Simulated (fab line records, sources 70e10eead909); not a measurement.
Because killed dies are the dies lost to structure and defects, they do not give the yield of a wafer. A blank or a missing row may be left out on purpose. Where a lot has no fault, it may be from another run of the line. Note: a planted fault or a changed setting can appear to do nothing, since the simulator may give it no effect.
Check for tools in common    flow nand harc    Sample size 13 lots and 39 wafers

## REASON IT WAS OPENED
At NHARC_P_M0_CD_MEAS_09 the reading cd nm is flagged on 1 of 13 lots. Wafers without a fault read 90.1 nm, standard deviation 0.76.
Rule: a lot gets a flag if all its wafers with a number sit over 4 standard deviations from that mean, or if no wafer of it has a number. The rest of the lots are taken to be sound.

lot   measured      on         cd nm (nm), wafer by wafer  flag
L504  day 6 10:40   cd sem-01  90.5 91.5 90.6              
L506  day 7 04:46   cd sem-03  90.4 89.2 89.5              
L507  day 7 17:45   cd sem-03  89.4 89.9 89.7              
L508  day 8 03:13   cd sem-03  81.7 80.3 81.1              FLAGGED
L511  day 9 15:52   cd sem-03  88.9 89.7 90.0              
L513  day 10 12:02  cd sem-03  90.1 91.5 91.3              
L514  day 10 19:46  cd sem-03  89.1 90.5 91.9              
L515  day 11 03:21  cd sem-02  89.2 90.7 90.1              
L519  day 12 17:38  cd sem-03  90.6 91.7 90.2              
L520  day 13 02:45  cd sem-01  90.3 91.5 90.6              
L523  day 14 15:42  cd sem-03  89.7 90.1 89.7              
L525  day 15 11:08  cd sem-03  90.1 89.9 91.3              
L526  day 15 19:31  cd sem-01  89.4 90.5 89.9              
The numbers of the flagged lots are 81.0 nm on average: -9.1 nm against the usual, or -12 standard deviations.

## TOOL THAT RAN EACH LOT
4 process steps preceding the reading are held in the record, out of 1302 steps in the route. In each cell: the tool, then ch and the chambers that the sampled wafers went through, then the start.
lot   flag     NHARC_P_CONTACT_DEP_30           NHARC_P_CONTACT_DESCUM_17           NHARC_P_CONTACT_ETCH_31                        NHARC_P_M0_PEB_07
L504           pecvd-02 ch 0,1, day 6 04:58     rie diel-11 ch 0,1, day 6 06:38     rie diel-11 ch 0,1,2, day 6 10:35 or earlier   litho track-04 ch 0, day 6 10:35
L506           pecvd-02 ch 0,1,2, day 6 23:06   rie diel-11 ch 0,2,3, day 7 00:47   rie diel-11 ch 0,1,3, day 7 04:41 or earlier   litho track-01 ch 0, day 7 04:41
L507           pecvd-02 ch 0,1, day 7 11:43     rie diel-01 ch 0,1,3, day 7 13:28   rie diel-01 ch 0,1,2, day 7 17:40 or earlier   litho track-06 ch 0, day 7 17:40
L508  FLAGGED  pecvd-01 ch 0,1, day 7 21:28     rie diel-06 ch 0,2, day 7 23:13     rie diel-06 ch 2,3, day 8 03:08 or earlier     litho track-01 ch 0, day 8 03:08
L511           pecvd-02 ch 0,1,2, day 9 10:19   rie diel-06 ch 0,1,2, day 9 11:56   rie diel-06 ch 1,2,3, day 9 15:47 or earlier   litho track-06 ch 0, day 9 15:47
L513           pecvd-02 ch 0,1,2, day 10 06:17  rie diel-11 ch 1,2,3, day 10 08:04  rie diel-11 ch 1,2,3, day 10 11:58 or earlier  litho track-04 ch 0, day 10 11:58
L514           pecvd-01 ch 0,1, day 10 14:04    rie diel-06 ch 1,2,3, day 10 15:49  rie diel-06 ch 0,1,2, day 10 19:41 or earlier  litho track-04 ch 0, day 10 19:41
L515           pecvd-01 ch 0,1, day 10 21:46    rie diel-11 ch 1,2, day 10 23:30    rie diel-11 ch 1,2,3, day 11 03:16 or earlier  litho track-06 ch 0, day 11 03:16
L519           pecvd-02 ch 1,2, day 12 11:25    rie diel-11 ch 2,3, day 12 13:01    rie diel-11 ch 0,2,3, day 12 17:33 or earlier  litho track-04 ch 0, day 12 17:33
L520           pecvd-02 ch 0,2, day 12 21:02    rie diel-11 ch 0,3, day 12 22:44    rie diel-11 ch 0,1,3, day 13 02:40 or earlier  litho track-04 ch 0, day 13 02:40
L523           pecvd-02 ch 0,1,2, day 14 10:07  rie diel-01 ch 0,1,2, day 14 11:44  rie diel-01 ch 0,1,3, day 14 15:37 or earlier  litho track-06 ch 0, day 14 15:37
L525           pecvd-02 ch 0,1,2, day 15 05:32  rie diel-01 ch 0,1,2, day 15 07:10  rie diel-01 ch 0,3, day 15 11:04 or earlier    litho track-06 ch 0, day 15 11:04
L526           pecvd-04 ch 0,1,2, day 15 13:53  rie diel-06 ch 0,1,2, day 15 15:34  rie diel-06 ch 0,1, day 15 19:26 or earlier    litho track-04 ch 0, day 15 19:26
What is done by these steps:
- NHARC_P_CONTACT_DEP_30: deposits SiNx, target thk 30 nm.
- NHARC_P_CONTACT_DESCUM_17: chemistry O2, time 3 s.
- NHARC_P_CONTACT_ETCH_31: etches the open film in CH3F/O2, target depth 30 nm, time 85.7 s.
- NHARC_P_M0_PEB_07: peb time 65 s.
- NHARC_P_M0_CD_MEAS_09: target cd 90 nm.

## FLAGGED OVER TOTAL, TOOL BY TOOL (the gauges that took the reading come last)
step                       tool            lots run  flagged  share of the flagged lots  sound lots run after its first flagged lot
NHARC_P_CONTACT_DEP_30     pecvd-01        3         1        all                        2 (L514,L515)
NHARC_P_CONTACT_DEP_30     pecvd-02        9         0        none                       -
NHARC_P_CONTACT_DEP_30     pecvd-04        1         0        none                       -
NHARC_P_CONTACT_DESCUM_17  rie diel-01     3         0        none                       -
NHARC_P_CONTACT_DESCUM_17  rie diel-06     4         1        all                        3 (L511,L514,L526)
NHARC_P_CONTACT_DESCUM_17  rie diel-11     6         0        none                       -
NHARC_P_CONTACT_ETCH_31    rie diel-01     3         0        none                       -
NHARC_P_CONTACT_ETCH_31    rie diel-06     4         1        all                        3 (L511,L514,L526)
NHARC_P_CONTACT_ETCH_31    rie diel-11     6         0        none                       -
NHARC_P_M0_PEB_07          litho track-01  2         1        all                        0
NHARC_P_M0_PEB_07          litho track-04  6         0        none                       -
NHARC_P_M0_PEB_07          litho track-06  5         0        none                       -
NHARC_P_M0_CD_MEAS_09      cd sem-01       3         0        none                       -
NHARC_P_M0_CD_MEAS_09      cd sem-02       1         0        none                       -
NHARC_P_M0_CD_MEAS_09      cd sem-03       9         1        all                        6 (L511,L513,L514,L519,L523,L525)
With no start given for some of its lots, NHARC_P_CONTACT_ETCH_31 uses the hours and lot order of NHARC_P_M0_PEB_07.

## THE TABLE: WHAT IT ALLOWS
5 rows of the table ran every flagged lot: pecvd-01 at NHARC_P_CONTACT_DEP_30, rie diel-06 at NHARC_P_CONTACT_DESCUM_17, rie diel-06 at NHARC_P_CONTACT_ETCH_31, litho track-01 at NHARC_P_M0_PEB_07, cd sem-03 at NHARC_P_M0_CD_MEAS_09.
- pecvd-01 at NHARC_P_CONTACT_DEP_30 ran 3 lots, 1 of them flagged. After the first flagged lot (L514, L515), sound lots still ran on it; a lasting fault on the whole tool would not permit that.
- rie diel-06 at NHARC_P_CONTACT_DESCUM_17 ran 4 lots, 1 of them flagged. After the first flagged lot (L511, L514, L526), sound lots still ran on it; a lasting fault on the whole tool would not permit that.
- rie diel-06 at NHARC_P_CONTACT_ETCH_31 ran 4 lots, 1 of them flagged. After the first flagged lot (L511, L514, L526), sound lots still ran on it; a lasting fault on the whole tool would not permit that.
- litho track-01 at NHARC_P_M0_PEB_07 ran 2 lots, 1 of them flagged. It ran its last sound lot, L506, at day 7 04:41 and its first flagged lot, L508, at day 8 03:08: a fault with its onset between the two fits. Its own readings (heater power total W, plate temp C) fall more than 4 standard deviations out on all wafers of the flagged lots.
- cd sem-03 at NHARC_P_M0_CD_MEAS_09 ran 9 lots, 1 of them flagged. After the first flagged lot (L511, L513, L514, L519, L523, L525), sound lots still ran on it; a lasting fault on the whole tool would not permit that.
litho track-01 at NHARC_P_M0_PEB_07 is the single tool remaining.

## WHAT HAD BEEN PUT IN BY THE SIMULATOR
Process parameter drift: litho track-01, from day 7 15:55 on, at NHARC_P_M0_PEB_07. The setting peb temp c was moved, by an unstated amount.
Lots struck among those shown: L508. The rule above reached the same finding.
